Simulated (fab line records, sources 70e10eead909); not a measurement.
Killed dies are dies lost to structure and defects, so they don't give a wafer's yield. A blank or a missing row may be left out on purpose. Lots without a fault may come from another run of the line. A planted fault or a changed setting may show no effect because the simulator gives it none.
Which tool did it? | flow nand_harc | 12 lots, 36 wafers sampled, at 3 steps of a route of 1159

WHAT THE GAUGES READ, wafer by wafer
NHARC_P_ZERO_WELL_CD_MEAS_11: target cd 500 nm.
lot  | measured    | on        | cd_nm (nm)
L387 | day 1 19:16 | cd_sem-03 | 500.6 499.2 496.0
L388 | day 2 01:23 | cd_sem-03 | 499.2 501.5 498.0
L390 | day 2 13:23 | cd_sem-03 | 501.6 502.4 502.5
L391 | day 2 19:16 | cd_sem-03 | 497.0 499.9 497.3
L392 | day 3 01:22 | cd_sem-03 | 497.5 500.7 498.3
L394 | day 3 13:28 | cd_sem-03 | 501.0 498.2 497.7
L395 | day 3 19:13 | cd_sem-01 | 503.2 498.0 499.2
L396 | day 4 01:14 | cd_sem-01 | 499.8 500.6 497.6
L398 | day 4 13:21 | cd_sem-02 | 499.6 497.4 498.8
L403 | day 5 19:14 | cd_sem-02 | 496.3 502.1 499.3
L407 | day 6 19:14 | cd_sem-01 | 480.3 499.0 495.0
L408 | day 7 01:07 | cd_sem-01 | 503.3 501.0 503.5

NHARC_P_ZERO_WELL_INSPECT_43.
lot  | measured    | on                | raw_defect_count
L387 | day 2 01:46 | defect_inspect-01 | 8 13 13
L388 | day 2 07:47 | defect_inspect-01 | 13 10 8
L390 | day 2 19:51 | defect_inspect-01 | 12 9 10
L391 | day 3 01:45 | defect_inspect-02 | 5 16 5
L392 | day 3 07:42 | defect_inspect-02 | 10 6 6
L394 | day 3 19:58 | defect_inspect-02 | 15 30 13
L395 | day 4 01:18 | defect_inspect-02 | 2 11 9
L396 | day 4 07:26 | defect_inspect-02 | 11 16 17
L398 | day 4 19:47 | defect_inspect-01 | 12 16 10
L403 | day 6 01:38 | defect_inspect-01 | 26 14 12
L407 | day 7 01:27 | defect_inspect-02 | 20 6 9
L408 | day 7 07:26 | defect_inspect-01 | 20 23 11

WHICH TOOL RAN EACH LOT (tool, then ch and the chambers of the sampled wafers, then the start)
lot  | NHARC_P_ZERO_WELL_PEB_09
L387 | litho_track-02 ch 0, day 1 19:10
L388 | litho_track-02 ch 0, day 2 01:19
L390 | litho_track-07 ch 0, day 2 13:18
L391 | litho_track-07 ch 0, day 2 19:10
L392 | litho_track-02 ch 0, day 3 01:17
L394 | litho_track-02 ch 0, day 3 13:22
L395 | litho_track-03 ch 0, day 3 19:08
L396 | litho_track-07 ch 0, day 4 01:09
L398 | litho_track-07 ch 0, day 4 13:16
L403 | litho_track-07 ch 0, day 5 19:09
L407 | litho_track-07 ch 0, day 6 19:10
L408 | litho_track-03 ch 0, day 7 01:02
- NHARC_P_ZERO_WELL_PEB_09: peb time 80 s.

WHAT THE TOOLS THEMSELVES READ (means of the sampled wafers that have a number; where no wafer has one, the mark that the record gives instead)
NHARC_P_ZERO_WELL_PEB_09.
lot  | tool           | heater_power_total_W (W) | resist_line_temp_C (C)
L387 | litho_track-02 | 190.0                    | 23.14
L388 | litho_track-02 | 190.9                    | 23.02
L390 | litho_track-07 | 189.6                    | 22.87
L391 | litho_track-07 | 189.8                    | 23.02
L392 | litho_track-02 | 189.8                    | 22.90
L394 | litho_track-02 | 190.1                    | 22.93
L395 | litho_track-03 | 189.2                    | 22.97
L396 | litho_track-07 | 189.3                    | 23.03
L398 | litho_track-07 | 190.4                    | 23.01
L403 | litho_track-07 | 190.2                    | 23.02
L407 | litho_track-07 | 204.9                    | 23.15
L408 | litho_track-03 | 189.5                    | 22.93

THE ANSWER, worked out from the rows above alone
Rule: what is usual is taken from the lots themselves. Put in order of their means at a reading, lots are off if they are a third of the lots or fewer, leave a main group of 4 or more, and stand apart from it by a gap of 3 or more times the standard deviation of the main group's means; of several such gaps the widest counts. A main group whose means are all the same, to the digits that the tables above print for the reading, isn't used. A lot without any number at a reading at which 4 lots or more have one is off too. The other lots that the step has rows for count as sound. The gauges are gone through in route order, then the tools' own readings, and for those a lot's mean is taken as printed above. The first step at which some lot is off is used, and at that step the reading that is off furthest; a lot without a number counts as furthest.
Off: L407, at NHARC_P_ZERO_WELL_CD_MEAS_11 (cd_nm). The main group: mean 499.6 nm, standard deviation 1.4.
A tool fits if, at a process step before that reading, it ran every lot that is off, and no sound lot after the first of them. The gauges at NHARC_P_ZERO_WELL_CD_MEAS_11 aren't tried: what is off there is off at NHARC_P_ZERO_WELL_PEB_09 too, on other tools, and a gauge's error can't cause that. One fits: litho_track-07 at NHARC_P_ZERO_WELL_PEB_09. Its last sound lot is L403 (day 5 19:09), its first lot that is off L407 (day 6 19:10): a fault that began between those two fits.
The tool's own readings at NHARC_P_ZERO_WELL_PEB_09 bear it out: on the lots that are off they differ by more than 5 times the standard deviation of the sound lots' means. heater_power_total_W reads 204.9 W there against 189.9 W on the sound lots.

WHAT THE SIMULATOR HAD PUT IN
Process parameter drift: litho_track-07, from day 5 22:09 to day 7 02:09, at NHARC_P_ZERO_WELL_PEB_09. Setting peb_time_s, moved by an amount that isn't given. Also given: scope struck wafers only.
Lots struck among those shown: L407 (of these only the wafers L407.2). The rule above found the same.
